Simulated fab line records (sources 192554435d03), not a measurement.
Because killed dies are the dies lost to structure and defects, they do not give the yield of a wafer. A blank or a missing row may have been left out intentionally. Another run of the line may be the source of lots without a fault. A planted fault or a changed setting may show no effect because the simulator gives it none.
fab line records	flow n5-finfet
record: lots: 11	wafers: 33	last-day: 18
route steps=1938 shown GATE_CUT@465 MIM_BOT_ETCH@1867 TV_LITHO@1886 PAD_METAL@1893 PASSIVATION@1936
lots that met no fault: from a run of the same line without faults
start-h: start of the lot's first displayed wafer, in hours after the record's first day	wait-h: hours since the lot's step before	" same as the row above	L1.1+2: several wafers, shown together as one row	- either no value or no given start	* or withheld: withheld	< > ~ a bound
route shown NAME@n: names a module that has steps shown in the file, with the first one's number in the route	usual: mean/standard deviation of fault-free wafers	same: alike in all rows	chamber/n: place in a boat	sites: the reading at each site	_std_site: their standard deviation	_edge_site: mean of outer sites minus mean of inner sites	radius-mm: for every site, how far away it sits from the centre of the wafer	mask NAME#n: copy n	behind: the most recent tool/chamber to have shaped the wafer	hold: the reason the lot was held/the length of the hold in hours/how it ended	device: which transistor (n, p or np) failed to switch	end of line: at the end of the route, the tests of the same wafers	for a step that has no rows: nothing shown but its recipe	killed: the dies lost at the first sort to structure and to defects; this is not the yield of the wafer	map: a wafer's dies, x killed, . not, _ none there
set.NAME: the setting as run; set.NAME@STEP: as run at that earlier step	model.NAME: the simulator's own value behind a step, which no gauge read
route steps across a sampled set of lots; one table per step, one row per wafer
services: from which hour (start-h, from the record's first day; less than 0 if before it) a tool's chamber was out of use, for how many hours, and why
== steps ==
step: N5_GATE_CUT_ETCHBACK_00
recipe: chemistry: SF6/Cl2	target: W	pressure-mtorr: 8	icp-w: 900	bias-w: 80	SF6_flow_sccm: 40	Cl2_flow_sccm: 60
usual: SF6_flow_sccm: 40.00/0.11	drypump-motor-current-A: 5.7/0.59	oes-product-au: 0.81/0.11	throttle-valve-pct: 27.41/0.12
lot.wafer	tool	chamber	start-h	wait-h	SF6_flow_sccm	drypump-motor-current-A	oes-product-au	rf-hours-counter-h	throttle-valve-pct
L313.3	rie-metal-01	0	89.10	0.1	40.11	4.6	0.98	-	27.42
L313.4	"	0	"	"	40.06	4.6	0.97	-	27.41
L313.5	"	0	"	"	40.09	4.6	0.97	-	27.41
L314.3	rie-metal-02	1	91.18	0.1	39.72	6.1	0.73	-	27.56
L314.4	"	0	"	"	39.94	5.3	0.65	-	27.43
L314.6	"	1	"	"	39.96	6.1	0.73	-	27.57
L317.1	rie-metal-03	1	109.43	0.0	40.01	5.7	0.78	35	27.33
L317.2	"	0	"	"	40.02	6.5	0.90	7	27.46
L317.4	"	1	"	"	39.94	5.7	0.78	-	27.33
L318.1	rie-metal-03	1	115.40	0.0	39.91	5.7	0.77	35	27.34
L318.3	"	0	"	"	40.15	6.5	0.90	-	27.46
L318.6	"	0	"	"	40.00	6.5	0.90	-	27.46
L319.2	rie-metal-03	0	121.37	0.0	39.86	6.5	0.89	8	27.45
L319.4	"	1	"	"	40.03	5.7	0.78	-	27.34
L319.6	"	0	"	"	39.99	6.5	0.89	-	27.45
L321.1	rie-metal-02	1	133.18	0.0	40.19	6.1	0.72	69	27.57
L321.4	"	0	"	"	40.10	5.3	0.65	-	27.45
L321.5	"	0	"	"	40.01	5.3	0.65	-	27.45
L322.3	rie-metal-01	1	141.84	0.1	40.17	5.9	0.94	-	27.15
L322.5	"	0	"	"	40.08	4.6	0.95	-	27.40
L322.6	"	1	"	"	40.21	5.9	0.94	-	27.14
L324.1	rie-metal-03	0	152.24	0.0	40.15	6.5	0.87	12	27.46
L324.3	"	0	"	"	40.18	6.5	0.87	-	27.46
L324.5	"	1	"	"	40.08	5.7	0.77	-	27.35
L326.2	rie-metal-03	1	171.28	0.0	40.05	5.7	0.76	41	27.34
L326.5	"	1	"	"	40.14	5.7	0.76	-	27.34
L326.6	"	0	"	"	40.03	6.4	0.86	-	27.46
L329.1	rie-metal-03	1	185.23	0.0	39.95	5.7	0.76	43	27.34
L329.2	"	0	"	"	39.95	6.5	0.86	15	27.49
L329.3	"	0	"	"	39.83	6.5	0.86	-	27.49
L331.2	rie-metal-03	0	195.49	0.0	39.92	6.4	0.87	16	27.48
L331.5	"	1	"	"	40.14	5.7	0.77	-	27.36
L331.6	"	0	"	"	39.92	6.4	0.87	-	27.47
step: N5_MIM_BOT_ETCH_ETCH_03
recipe: chemistry: Cl2/BCl3	target-depth-a: 120	pressure-mtorr: 8	icp-w: 800	bias-w: 100	Cl2_flow_sccm: 20	bcl3-flow-sccm: 80
usual: drypump-motor-current-A: 5.7/0.61	oes-product-au: 0.80/0.078	throttle-valve-pct: 27.51/0.2
lot.wafer	tool	chamber	start-h	wait-h	drypump-motor-current-A	oes-product-au	rf-hours-counter-h	throttle-valve-pct
L314.3	rie-metal-01	0	272.63	0.1	4.6	0.90	-	27.21
L314.4	"	1	"	"	5.9	0.85	-	27.41
L314.6	"	1	"	"	5.9	0.85	-	27.41
L313.3	rie-metal-01	1	272.89	0.1	5.9	0.86	-	27.41
L313.4	"	0	"	"	4.6	0.90	-	27.21
L313.5	"	1	"	"	5.9	0.85	-	27.40
L317.1	rie-metal-01	1	300.94	0.1	5.9	0.83	18	27.41
L317.2	"	0	"	"	4.6	0.88	20	27.21
L317.4	"	0	"	"	4.6	0.89	-	27.21
L319.2	rie-metal-03	0	310.39	0.1	6.4	0.81	24	27.53
L319.4	"	1	"	"	5.7	0.74	-	27.42
L319.6	"	1	"	"	5.7	0.73	-	27.44
L318.1	rie-metal-03	1	326.81	0.1	5.7	0.73	53	27.43
L318.3	"	0	"	"	6.5	0.81	-	27.52
L318.6	"	1	"	"	5.7	0.73	-	27.43
L321.1	rie-metal-02	0	333.14	0.1	5.3	0.95	4	27.84
L321.4	"	1	"	"	6.1	0.69	-	27.77
L321.5	"	0	"	"	5.3	0.96	-	27.82
L324.1	rie-metal-03	0	360.97	0.1	6.5	0.80	28	27.54
L324.3	"	1	"	"	5.7	0.73	-	27.44
L324.5	"	1	"	"	5.7	0.73	-	27.45
L322.3	rie-metal-03	0	362.47	0.1	6.5	0.80	-	27.55
L322.5	"	1	"	"	5.7	0.73	-	27.44
L322.6	"	0	"	"	6.4	0.80	-	27.53
L329.1	rie-metal-01	0	382.50	0.1	4.6	0.88	23	27.24
L329.2	"	0	"	"	4.6	0.88	-	27.22
L329.3	"	0	"	"	4.6	0.88	-	27.22
L326.2	rie-metal-03	0	382.70	0.1	6.5	0.78	31	27.53
L326.5	"	0	"	"	6.5	0.78	-	27.54
L326.6	"	1	"	"	5.7	0.72	-	27.44
L331.2	rie-metal-01	0	414.60	0.1	4.6	0.86	27	27.24
L331.5	"	1	"	"	5.9	0.83	-	27.43
L331.6	"	0	"	"	4.6	0.86	-	27.25
step: N5_PASSIVATION_DESCUM_12
recipe: chemistry: O2	time-s: 7.9	source-power-w: 50	bias-power-w: 20	pressure-mtorr: 20	rf-frequency-hz: 2.712e+07	temp-c: 40	o2-flow-sccm: 225
usual: drypump-motor-current-A: 5.9/0.73	oes-product-au: 0.76/0.064	rf-vpp-V: 242.7/1.3	showerhead-plenum-p-Torr: 2.08/0.06	throttle-valve-pct: 20.35/0.18
lot.wafer	tool	chamber	start-h	wait-h	drypump-motor-current-A	oes-product-au	rf-hours-counter-h	rf-vpp-V	showerhead-plenum-p-Torr	throttle-valve-pct
L314.3	rie-diel-04	3	273.98	0.1	6.7	0.81	88	242.3	2.03	20.39
L314.4	"	1	"	"	4.7	0.72	185	244.7	2.17	20.34
L314.6	"	2	"	"	6.5	0.85	-	242.6	2.06	20.26
L313.3	rie-diel-01	1	274.34	0.1	4.9	0.68	224	240.8	1.98	20.44
L313.4	"	2	"	"	5.2	0.69	190	244.2	2.06	20.06
L313.5	"	2	"	"	5.2	0.69	-	243.6	2.06	20.05
L317.1	rie-diel-04	0	302.21	0.1	5.4	0.70	222	243.4	2.16	20.39
L317.2	"	1	"	"	4.7	0.72	193	244.0	2.17	20.34
L317.4	"	3	"	"	6.8	0.80	97	242.3	2.03	20.40
L319.2	rie-diel-04	0	312.64	0.1	5.4	0.70	224	243.0	2.16	20.40
L319.4	"	3	"	"	6.8	0.80	99	241.4	2.03	20.39
L319.6	"	2	"	"	6.5	0.83	-	244.1	2.06	20.28
L318.1	rie-diel-01	2	330.07	0.4	5.2	0.68	204	243.2	2.06	20.08
L318.3	"	3	"	"	6.4	0.81	78	242.3	2.04	20.43
L318.6	"	2	"	"	5.2	0.68	-	243.3	2.06	20.08
L321.1	rie-diel-04	2	335.22	0.1	6.5	0.83	62	241.4	2.05	20.30
L321.4	"	2	"	"	6.5	0.83	-	241.1	2.05	20.29
L321.5	"	2	"	"	6.5	0.83	-	242.4	2.05	20.29
L324.1	rie-diel-03	1	364.71	0.0	5.4	0.78	95	242.6	2.11	19.99
L324.3	"	0	"	"	6.4	0.76	143	242.2	2.09	20.27
L324.5	"	1	"	"	5.3	0.78	-	243.0	2.11	19.98
L322.3	rie-diel-01	0	366.17	0.0	5.6	0.76	171	242.9	2.10	20.59
L322.5	"	3	"	"	6.4	0.80	-	241.3	2.03	20.42
L322.6	"	0	"	"	5.6	0.75	-	242.4	2.10	20.61
L326.2	rie-diel-04	0	386.85	0.7	5.3	0.70	244	242.9	2.15	20.44
L326.5	"	3	"	"	6.8	0.77	-	242.8	2.02	20.44
L326.6	"	0	"	"	5.4	0.69	-	245.3	2.15	20.44
L329.1	rie-diel-03	0	386.85	0.6	6.4	0.75	153	243.5	2.08	20.28
L329.2	"	1	"	"	5.3	0.78	106	242.6	2.11	20.01
L329.3	"	2	"	"	6.6	0.71	238	239.6	1.99	20.67
L331.2	rie-diel-04	1	416.38	0.4	4.7	0.69	229	244.0	2.16	20.40
L331.5	"	2	"	"	6.5	0.79	-	241.5	2.04	20.33
L331.6	"	3	"	"	6.7	0.77	-	241.2	2.02	20.43
step: N5_PASSIVATION_DEGAS_18
recipe: ambient: vacuum	temp-c: 300	time-s: 60
usual: heater-power-w: 474/39
lot.wafer	tool	chamber	start-h	wait-h	heater-power-w
L314.3	pvd-sputter-02	-	275.24	0.7	508
L314.4	"	-	"	"	487
L314.6	"	-	"	"	462
L313.3	pvd-sputter-03	-	275.44	0.5	479
L313.4	"	-	"	"	408
L313.5	"	-	"	"	483
L317.1	pvd-sputter-03	-	303.67	0.9	412
L317.2	"	-	"	"	504
L317.4	"	-	"	"	477
L319.2	pvd-sputter-02	-	313.51	0.3	477
L319.4	"	-	"	"	508
L319.6	"	-	"	"	519
L318.1	pvd-sputter-02	-	330.74	0.1	496
L318.3	"	-	"	"	471
L318.6	"	-	"	"	515
L321.1	pvd-sputter-02	-	336.84	0.1	520
L321.4	"	-	"	"	472
L321.5	"	-	"	"	465
L324.1	pvd-sputter-02	-	365.92	0.7	499
L324.3	"	-	"	"	475
L324.5	"	-	"	"	457
L322.3	pvd-sputter-02	-	366.92	0.2	469
L322.5	"	-	"	"	450
L322.6	"	-	"	"	499
L326.2	pvd-sputter-03	-	387.55	0.1	407
L326.5	"	-	"	"	488
L326.6	"	-	"	"	459
L329.1	pvd-sputter-01	-	387.77	0.4	497
L329.2	"	-	"	"	537
L329.3	"	-	"	"	411
L331.2	pvd-sputter-03	-	416.95	0.0	392
L331.5	"	-	"	"	477
L331.6	"	-	"	"	458
step: N5_PASSIVATION_PROBE_49
usual: defect-limited-yield: 91.4/1.5	killed_at_M0_to_M3: 33/11	killed_at_M4_up: 14/5.3	killed-at-contacts: 13/6.2	killed-at-front-end: 39/13	killed-at-other: 3.1/2.8	killed-dies: 102/17	killed-on-rim: 13/3.8	killed-open: 68/13	killed-short: 32/7.8	sort_bin_4_leakage: 0.00/0.007	sort_bin_5_function: 5.1/0.95	sort_bin_6_memory: 3.2/0.7	sort_bin_8_speed: 0.02/0.16	sort-n-pass: 1078/18	sort-yield-pct: 91.3/1.5
same: gross-dies: 1180	killed-at-back-side: 0
lot.wafer	tool	chamber	start-h	wait-h	defect-limited-yield[%]	killed_at_M0_to_M3	killed_at_M4_up	killed-at-contacts	killed-at-front-end	killed-at-other	killed-dies	killed-on-rim	killed-open	killed-short	sort_bin_4_leakage[%]	sort_bin_5_function[%]	sort_bin_6_memory[%]	sort_bin_8_speed[%]	sort-n-pass	sort-yield-pct[%]
L314.3	prober-02	-	281.33	0.1	91.7	30	13	13	40	2	98	12	66	32	0	4.9	3.2	0	1082	91.7
L314.4	prober-02	-	281.38	0.2	92.4	27	18	15	28	2	90	9	62	27	0	5.4	2.0	0.08	1090	92.4
L314.6	prober-02	-	281.48	0.3	90.7	44	15	28	23	0	110	15	89	20	0	5.3	4.0	0	1070	90.7
L313.3	prober-01	-	282.14	0.1	92.5	26	19	3	39	1	88	13	51	32	0	4.4	2.6	0	1092	92.5
L313.4	prober-01	-	282.19	0.2	90.8	51	9	3	45	1	109	7	67	41	0	5.4	3.5	0	1071	90.8
L313.5	prober-01	-	282.24	0.2	92.2	38	12	10	28	4	92	7	60	30	0	5.1	2.7	0	1088	92.2
L317.1	prober-01	-	309.99	0.0	91.4	32	10	15	43	1	101	8	81	20	0	4.9	3.6	0	1079	91.4
L317.2	prober-01	-	310.04	0.1	91.6	32	12	18	37	0	99	15	72	27	0	5.5	2.7	0	1081	91.6
L317.4	prober-01	-	310.14	0.2	90.9	42	20	9	35	1	107	16	69	38	0	5.3	3.2	0	1073	90.9
L319.2	prober-01	-	319.40	0.1	92.8	20	14	7	43	1	85	11	58	27	0	3.6	3.6	0	1095	92.8
L319.4	prober-01	-	319.50	0.2	91.8	29	11	17	39	1	97	15	69	28	0	5.2	2.6	0	1083	91.8
L319.6	prober-01	-	319.60	0.3	92.5	34	16	9	28	1	88	13	55	33	0	3.9	3.2	0	1092	92.5
L318.1	prober-01	-	336.63	0.3	91.4	30	23	5	41	2	101	17	67	34	0	5.0	3.4	0	1079	91.4
L318.3	prober-01	-	336.73	0.4	90.6	31	16	8	55	1	111	19	68	38	0	5.8	3.1	0	1069	90.6
L318.6	prober-01	-	336.88	0.5	90.8	35	19	12	41	2	109	13	77	32	0	4.9	4.2	0	1071	90.8
L321.1	prober-02	-	342.88	0.0	91.4	51	9	5	34	2	101	18	65	36	0	5.0	3.4	0	1079	91.4
L321.4	prober-02	-	343.03	0.2	91.2	39	17	6	39	3	104	14	67	32	0.08	4.7	3.5	0	1075	91.1
L321.5	prober-02	-	343.08	0.2	91.7	45	8	11	31	3	98	11	71	26	0	4.8	3.5	0	1082	91.7
L324.1	prober-01	-	371.70	0.0	93.4	19	19	6	28	6	78	11	51	24	0	4.1	2.5	0	1102	93.4
L324.3	prober-01	-	371.80	0.1	90.8	35	22	5	45	1	108	15	70	36	0	5.5	3.4	0	1072	90.8
L324.5	prober-01	-	371.90	0.2	91.2	38	16	4	38	8	104	18	62	42	0	5.3	2.9	0	1076	91.2
L322.3	prober-02	-	372.97	0.1	90.9	25	11	20	38	13	107	11	71	35	0	4.9	3.8	0	1073	90.9
L322.5	prober-02	-	373.07	0.2	90.6	29	29	11	33	9	111	16	77	34	0	5.6	3.4	0	1069	90.6
L322.6	prober-02	-	373.12	0.3	92.2	35	15	14	25	3	92	8	68	24	0	5.7	2.1	0	1088	92.2
L326.2	prober-02	-	393.16	0.1	91.4	22	11	8	56	5	102	12	76	24	0	5.3	3.0	0	1078	91.4
L326.5	prober-02	-	393.31	0.2	89.6	39	12	7	61	4	123	12	79	40	0	5.9	4.2	0	1057	89.6
L326.6	prober-02	-	393.36	0.3	87.6	41	18	9	74	4	146	19	87	56	0	6.7	4.7	0	1034	87.6
L329.1	prober-01	-	394.61	0.0	84.0	37	10	16	125	1	189	28	77	40	0	9.7	3.7	0	991	84.0
L329.2	prober-01	-	394.66	0.1	83.5	25	20	14	134	2	195	26	70	35	0	10.5	3.1	0	985	83.5
L329.3	prober-01	-	394.71	0.1	83.3	22	14	9	145	7	197	30	68	36	0	9.2	4.8	0	983	83.3
L331.2	prober-02	-	422.91	0.1	83.1	54	5	5	132	3	199	30	62	37	0	9.4	4.0	0	981	83.1
L331.5	prober-02	-	423.06	0.2	84.3	30	13	15	125	2	185	27	77	35	0	10.1	3.4	0	995	84.3
L331.6	prober-02	-	423.11	0.3	81.7	44	12	13	146	1	216	35	72	49	0	10.8	4.5	0	964	81.7
killed by level:class
L314.3 FIN_SAQP:geometric-particle:short=11 BEOL_M4:geometric-particle:open=10 FIN_SAQP:geometric-particle:open=9 GATE_CUT:geometric-particle:open=9 MOL_CONTACT_COAG:geometric-particle:open=8 BEOL_M2:geometric-particle:open=8 BEOL_M1:geometric-particle:open=6 MOL_CONTACT_COAG:geometric-particle:short=5
L314.4 BEOL_M4:geometric-particle:open=12 MOL_CONTACT_COAG:geometric-particle:open=12 BEOL_M2:geometric-particle:open=9 FIN_SAQP:geometric-particle:short=6 FIN_SAQP:geometric-particle:open=5 STI_FIN_REVEAL:geometric-particle:open=5 BEOL_M3:geometric-particle:open=4 BEOL_M0_SAQP:geometric-particle:open=4
L314.6 MOL_CONTACT_COAG:geometric-particle:open=25 BEOL_M2:geometric-particle:open=14 BEOL_M4:geometric-particle:open=9 BEOL_M3:geometric-particle:open=8 FIN_SAQP:geometric-particle:open=6 STI_FIN_REVEAL:geometric-particle:open=5 BEOL_M0_SAQP:geometric-particle:open=5 BEOL_M0_SAQP:geometric-particle:short=5
L313.3 STI_FIN_REVEAL:geometric-particle:open=11 BEOL_M0_SAQP:geometric-particle:short=11 FIN_SAQP:geometric-particle:short=8 BEOL_M0_SAQP:geometric-particle:open=6 BEOL_M4:geometric-particle:open=6 FIN_SAQP:geometric-particle:open=5 DUMMY_GATE:geometric-particle:open=3 GATE_CUT:geometric-particle:short=3
L313.4 FIN_SAQP:geometric-particle:open=16 BEOL_M0_SAQP:geometric-particle:short=15 BEOL_M0_SAQP:geometric-particle:open=12 STI_FIN_REVEAL:geometric-particle:open=8 BEOL_M2:geometric-particle:open=7 FIN_SAQP:geometric-particle:short=5 BEOL_M1:geometric-particle:open=5 STARTING-WAFER:geometric-particle:short=5
L313.5 BEOL_M0_SAQP:geometric-particle:short=12 BEOL_M0_SAQP:geometric-particle:open=11 MOL_CONTACT_COAG:geometric-particle:open=9 FIN_SAQP:geometric-particle:open=8 STI_FIN_REVEAL:geometric-particle:open=5 BEOL_M4:geometric-particle:open=5 FIN_SAQP:geometric-particle:short=4 BEOL_M1:geometric-particle:open=4
L317.1 MOL_CONTACT_COAG:geometric-particle:open=13 BEOL_M3:geometric-particle:open=12 FIN_SAQP:geometric-particle:open=10 STI_FIN_REVEAL:geometric-particle:open=8 BEOL_M0_SAQP:geometric-particle:open=8 BEOL_M1:geometric-particle:open=7 STARTING-WAFER:geometric-particle:open=6 FIN_SAQP:geometric-particle:short=5
L317.2 MOL_CONTACT_COAG:geometric-particle:open=16 STI_FIN_REVEAL:geometric-particle:open=10 FIN_SAQP:geometric-particle:short=9 FIN_SAQP:geometric-particle:open=8 BEOL_M3:geometric-particle:open=7 BEOL_M0:geometric-particle:open=6 BEOL_M2:geometric-particle:open=6 BEOL_M1:geometric-particle:open=5
L317.4 BEOL_M0_SAQP:geometric-particle:short=12 MOL_CONTACT_COAG:geometric-particle:open=8 BEOL_M2:geometric-particle:open=7 BEOL_M4:geometric-particle:open=7 BEOL_M3:geometric-particle:open=6 BEOL_M0_SAQP:geometric-particle:open=6 FIN_SAQP:geometric-particle:short=5 BEOL_M1:geometric-particle:open=5
L319.2 FIN_SAQP:geometric-particle:open=12 FIN_SAQP:geometric-particle:short=10 BEOL_M4:geometric-particle:open=9 STI_FIN_REVEAL:geometric-particle:open=6 BEOL_M1:geometric-particle:open=6 MOL_CONTACT_COAG:geometric-particle:open=5 STARTING-WAFER:geometric-particle:open=5 BEOL_M0_SAQP:geometric-particle:short=4
L319.4 FIN_SAQP:geometric-particle:open=15 MOL_CONTACT_COAG:geometric-particle:open=14 STI_FIN_REVEAL:geometric-particle:open=8 BEOL_M4:geometric-particle:open=8 FIN_SAQP:geometric-particle:short=6 BEOL_M0_SAQP:geometric-particle:open=6 BEOL_M0_SAQP:geometric-particle:short=6 BEOL_M1:geometric-particle:open=6
L319.6 BEOL_M0_SAQP:geometric-particle:short=14 BEOL_M0_SAQP:geometric-particle:open=10 STI_FIN_REVEAL:geometric-particle:open=8 MOL_CONTACT_COAG:geometric-particle:open=7 FIN_SAQP:geometric-particle:open=4 BEOL_M1:geometric-particle:open=4 BEOL_M2:geometric-particle:open=4 FIN_SAQP:geometric-particle:short=3
L318.1 FIN_SAQP:geometric-particle:open=16 BEOL_M3:geometric-particle:open=11 BEOL_M4:geometric-particle:open=10 FIN_SAQP:geometric-particle:short=9 BEOL_M0_SAQP:geometric-particle:short=8 MOL_CONTACT_COAG:geometric-particle:open=5 BEOL_M8:geometric-particle:open=5 BEOL_M0_SAQP:geometric-particle:open=3
L318.3 FIN_SAQP:geometric-particle:open=17 STI_FIN_REVEAL:geometric-particle:open=8 BEOL_M0_SAQP:geometric-particle:short=8 FIN_SAQP:geometric-particle:short=7 BEOL_M0_SAQP:geometric-particle:open=7 DUMMY_GATE:geometric-particle:open=6 MOL_CONTACT_COAG:geometric-particle:open=5 BEOL_M1:geometric-particle:short=5
L318.6 BEOL_M4:geometric-particle:open=13 FIN_SAQP:geometric-particle:open=10 DUMMY_GATE:geometric-particle:open=8 MOL_CONTACT_COAG:geometric-particle:open=8 BEOL_M2:geometric-particle:open=8 FIN_SAQP:geometric-particle:short=7 BEOL_M0_SAQP:geometric-particle:open=7 BEOL_M3:geometric-particle:open=7
L321.1 BEOL_M3:geometric-particle:open=14 BEOL_M2:geometric-particle:open=11 BEOL_M0_SAQP:geometric-particle:open=8 FIN_SAQP:geometric-particle:open=6 BEOL_M2:geometric-particle:short=6 BEOL_M0_SAQP:geometric-particle:short=5 FIN_SAQP:geometric-particle:short=4 BEOL_M0:geometric-particle:open=4
L321.4 BEOL_M2:geometric-particle:open=20 FIN_SAQP:geometric-particle:short=9 FIN_SAQP:geometric-particle:open=7 BEOL_M3:geometric-particle:open=7 MOL_CONTACT_COAG:geometric-particle:open=6 STI_FIN_REVEAL:geometric-particle:open=5 BEOL_M4:geometric-particle:open=5 GATE_CUT:geometric-particle:open=4
L321.5 BEOL_M2:geometric-particle:open=17 MOL_CONTACT_COAG:geometric-particle:open=11 STI_FIN_REVEAL:geometric-particle:open=9 BEOL_M3:geometric-particle:open=9 BEOL_M0_SAQP:geometric-particle:open=7 FIN_SAQP:geometric-particle:short=6 BEOL_M0_SAQP:geometric-particle:short=5 STI_FIN_REVEAL:geometric-particle:short=3
L324.1 BEOL_M4:geometric-particle:open=14 FIN_SAQP:geometric-particle:open=9 FIN_SAQP:geometric-particle:short=5 BEOL_M1:geometric-particle:short=5 MOL_CONTACT_COAG:geometric-particle:open=4 BEOL_M1:geometric-particle:open=4 BEOL_M0:geometric-particle:open=3 BEOL_M3:geometric-particle:open=3
L324.3 FIN_SAQP:geometric-particle:open=14 BEOL_M4:geometric-particle:open=13 FIN_SAQP:geometric-particle:short=11 BEOL_M2:geometric-particle:open=9 BEOL_M0_SAQP:geometric-particle:short=5 BEOL_M1:geometric-particle:open=5 BEOL_M3:geometric-particle:open=5 BEOL_M0_SAQP:geometric-particle:open=4
L324.5 BEOL_M4:geometric-particle:open=12 BEOL_M1:geometric-particle:open=11 BEOL_M0_SAQP:geometric-particle:open=8 FIN_SAQP:geometric-particle:open=6 GATE_CUT:geometric-particle:short=6 BEOL_M0_SAQP:geometric-particle:short=6 FIN_SAQP:geometric-particle:short=5 DUMMY_GATE:geometric-particle:open=5
L322.3 MOL_CONTACT_COAG:geometric-particle:open=15 FIN_SAQP:geometric-particle:open=9 FIN_SAQP:geometric-particle:short=6 BEOL_M0_SAQP:geometric-particle:open=6 BEOL_M3:geometric-particle:open=6 STI_FIN_REVEAL:geometric-particle:open=5 DUMMY_GATE:geometric-particle:open=5 BEOL_M0_SAQP:geometric-particle:short=5
L322.5 BEOL_M4:geometric-particle:open=15 STI_FIN_REVEAL:geometric-particle:open=10 MOL_CONTACT_COAG:geometric-particle:open=8 BEOL_M2:geometric-particle:open=7 BEOL_M0_SAQP:geometric-particle:short=5 BEOL_M3:geometric-particle:open=5 BEOL_M0_SAQP:geometric-particle:open=4 BEOL_M5:geometric-particle:open=4
L322.6 BEOL_M3:geometric-particle:open=16 MOL_CONTACT_COAG:geometric-particle:open=12 BEOL_M4:geometric-particle:open=7 BEOL_M0_SAQP:geometric-particle:short=5 BEOL_M2:geometric-particle:open=5 STI_FIN_REVEAL:geometric-particle:open=4 DUMMY_GATE:geometric-particle:open=4 BEOL_M0:geometric-particle:open=4
L326.2 STI_FIN_REVEAL:geometric-particle:open=19 FIN_SAQP:geometric-particle:open=15 FIN_SAQP:geometric-particle:short=8 BEOL_M3:geometric-particle:open=7 MOL_CONTACT_COAG:geometric-particle:open=6 BEOL_M2:geometric-particle:open=5 BEOL_M1:geometric-particle:open=5 GATE_CUT:geometric-particle:short=3
L326.5 FIN_SAQP:geometric-particle:open=18 FIN_SAQP:geometric-particle:short=13 STI_FIN_REVEAL:geometric-particle:open=11 BEOL_M0:geometric-particle:open=9 MOL_CONTACT_COAG:geometric-particle:open=6 BEOL_M0_SAQP:geometric-particle:short=6 BEOL_M0_SAQP:geometric-particle:open=6 STI_FIN_REVEAL:geometric-particle:short=4
L326.6 STI_FIN_REVEAL:geometric-particle:open=25 BEOL_M3:geometric-particle:open=13 BEOL_M0_SAQP:geometric-particle:open=9 BEOL_M0_SAQP:geometric-particle:short=9 STI_FIN_REVEAL:geometric-particle:short=7 GATE_CUT:geometric-particle:short=7 DUMMY_GATE:geometric-particle:open=6 MOL_CONTACT_COAG:geometric-particle:open=6
L329.1 GATE_CUT:unspecified=71 FIN_SAQP:geometric-particle:open=15 MOL_CONTACT_COAG:geometric-particle:open=13 BEOL_M0_SAQP:geometric-particle:open=10 BEOL_M0:geometric-particle:open=10 FIN_SAQP:geometric-particle:short=7 STI_FIN_REVEAL:geometric-particle:open=7 GATE_CUT:geometric-particle:short=7
L329.2 GATE_CUT:unspecified=90 MOL_CONTACT_COAG:geometric-particle:open=11 BEOL_M0_SAQP:geometric-particle:short=11 BEOL_M4:geometric-particle:open=9 FIN_SAQP:geometric-particle:open=8 BEOL_M0_SAQP:geometric-particle:open=8 DUMMY_GATE:geometric-particle:open=6 GATE_CUT:geometric-particle:short=6
L329.3 GATE_CUT:unspecified=92 FIN_SAQP:geometric-particle:open=15 FIN_SAQP:geometric-particle:short=9 BEOL_M0_SAQP:geometric-particle:short=9 BEOL_M4:geometric-particle:open=9 MOL_CONTACT_COAG:geometric-particle:open=8 STI_FIN_REVEAL:geometric-particle:open=5 ILD0:geometric-particle:open=5
L331.2 GATE_CUT:unspecified=91 BEOL_M0_SAQP:geometric-particle:short=10 BEOL_M3:geometric-particle:open=10 STI_FIN_REVEAL:geometric-particle:open=9 BEOL_M0_SAQP:geometric-particle:open=9 FIN_SAQP:geometric-particle:open=8 BEOL_M2:geometric-particle:open=8 BEOL_M3:geometric-particle:short=7
L331.5 GATE_CUT:unspecified=70 FIN_SAQP:geometric-particle:open=12 STI_FIN_REVEAL:geometric-particle:open=12 MOL_CONTACT_COAG:geometric-particle:open=12 BEOL_M0_SAQP:geometric-particle:short=9 BEOL_M0_SAQP:geometric-particle:open=8 FIN_SAQP:geometric-particle:short=6 DUMMY_GATE:geometric-particle:open=5
L331.6 GATE_CUT:unspecified=93 FIN_SAQP:geometric-particle:open=12 FIN_SAQP:geometric-particle:short=9 BEOL_M2:geometric-particle:open=9 STARTING-WAFER:geometric-particle:short=8 MOL_CONTACT_COAG:geometric-particle:open=7 BEOL_M0_SAQP:geometric-particle:open=7 BEOL_M0_SAQP:geometric-particle:short=7
== services ==
tool	chamber	start-h	hours	kind
pvd-sputter-02	-	88.77	4.4	repair
rie-metal-01	0	96.01	12.8	repair
rie-metal-02	-	97.60	0.3	repair
pvd-sputter-02	-	115.86	8.0	repair
rie-diel-01	1	136.98	6.2	repair
rie-diel-04	3	157.82	7.7	repair
rie-diel-01	3	159.74	5.1	repair
rie-diel-04	0	164.51	10.8	repair
rie-diel-01	0	192.03	15.2	repair
rie-metal-02	-	192.83	2.7	repair
pvd-sputter-02	-	197.53	7.5	repair
rie-diel-01	3	199.51	13.7	repair
rie-diel-01	1	203.97	4.9	repair
rie-metal-02	-	206.77	2.8	pm
rie-metal-02	0	232.25	1.0	repair
rie-diel-01	3	233.71	4.6	repair
rie-metal-03	-	290.84	14.6	pm
rie-diel-04	-	307.34	1.1	repair
rie-diel-04	3	332.64	7.5	repair
rie-diel-04	0	334.08	6.7	repair
rie-metal-01	-	340.44	28.1	pm
rie-metal-03	-	373.47	1.4	pm
rie-metal-01	1	377.35	18.0	repair
pvd-sputter-03	-	393.82	0.9	repair
== key ==
first-sign: step: N5_PASSIVATION_PROBE_49	reading: killed-at-front-end	direction: up	sigmas: 7.4	usual: 39	struck: 134
effect: step: N5_PASSIVATION_PROBE_49	reading: defect-limited-yield	direction: down	sigmas: 5.4	usual: 91.4	struck: 83.3
more-kills-born-at: N5_GATE_CUT_ETCHBACK_00@rie-metal-03: 507
met-at N5_GATE_CUT_ETCHBACK_00
struck-lots L329,L331
not-acting-at N5_MIM_BOT_ETCH_ETCH_03,N5_PASSIVATION_DESCUM_12,N5_PASSIVATION_DEGAS_18
onset-between 171.28 185.23
also-fits time
fault: kind: chamber-particle-source	tool: rie-metal-03	chamber: -	onset-h: 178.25	steps: N5_GATE_CUT_ETCHBACK_00	rate-per-visit-cm2: 1.1955	end-h: 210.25
